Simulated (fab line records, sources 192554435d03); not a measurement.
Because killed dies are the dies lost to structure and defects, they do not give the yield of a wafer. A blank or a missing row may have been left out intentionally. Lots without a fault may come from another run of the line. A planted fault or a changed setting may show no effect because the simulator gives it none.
Matching of chambers | flow n5Finfet | N5_MOL_CONTACT_COAG_STRIP_96 on rieDiel-01 has 4 sister chambers
The step strips in N2/H2. 7 wafers are shown with their chamber, then 7 later ones without.

WAFERS PAIRED WITH THEIR CHAMBERS
wafer  | chamber | drypumpMotorCurrentA (A) | throttleValvePct (%)
L080.1 | 3       | 6.0                      | 18.9
L080.3 | 1       | 5.8                      | 20.0
L081.1 | 0       | 6.4                      | 19.1
L081.3 | 2       | 5.3                      | 19.2
L081.6 | 2       | 5.3                      | 19.2
L085.2 | 1       | 5.8                      | 20.1
L085.4 | 0       | 6.3                      | 19.1

WAFERS WITHOUT THEIR CHAMBER
wafer  | drypumpMotorCurrentA (A) | throttleValvePct (%)
L085.5 | 5.8                      | 20.1
L087.3 | 5.8                      | 20.1
L087.5 | 5.8                      | 20.1
L087.6 | 5.3                      | 19.2
L089.1 | 5.8                      | 20.1
L089.2 | 6.0                      | 18.9
L089.3 | 5.3                      | 19.2

CHAMBER TAKEN BY EACH
wafer  | from the rows above | in truth
L085.5 | 1                   | 1
L087.3 | 1                   | 1
L087.5 | 1                   | 1
L087.6 | 2                   | 2
L089.1 | 1                   | 1
L089.2 | 3                   | 3
L089.3 | 2                   | 2
Placed correctly: 7 of 7. From these rows, 0 cannot be placed. 0 placed wrongly.
How it was worked out, from the rows above alone: a wafer's distance from a chamber is the root of the sum, over the readings, of the square of ((its reading less the chamber's mean) divided by the reading's scatter). If the next closest chamber is less than 2 further off than the closest, the wafer can't be placed; otherwise it belongs to the closest. The mean given for a chamber averages the wafers shown for that chamber. How the scatter is found: for the shown wafers, subtract from each reading the mean of its chamber, square and add these, divide the total by (wafers less chambers), then take the root.
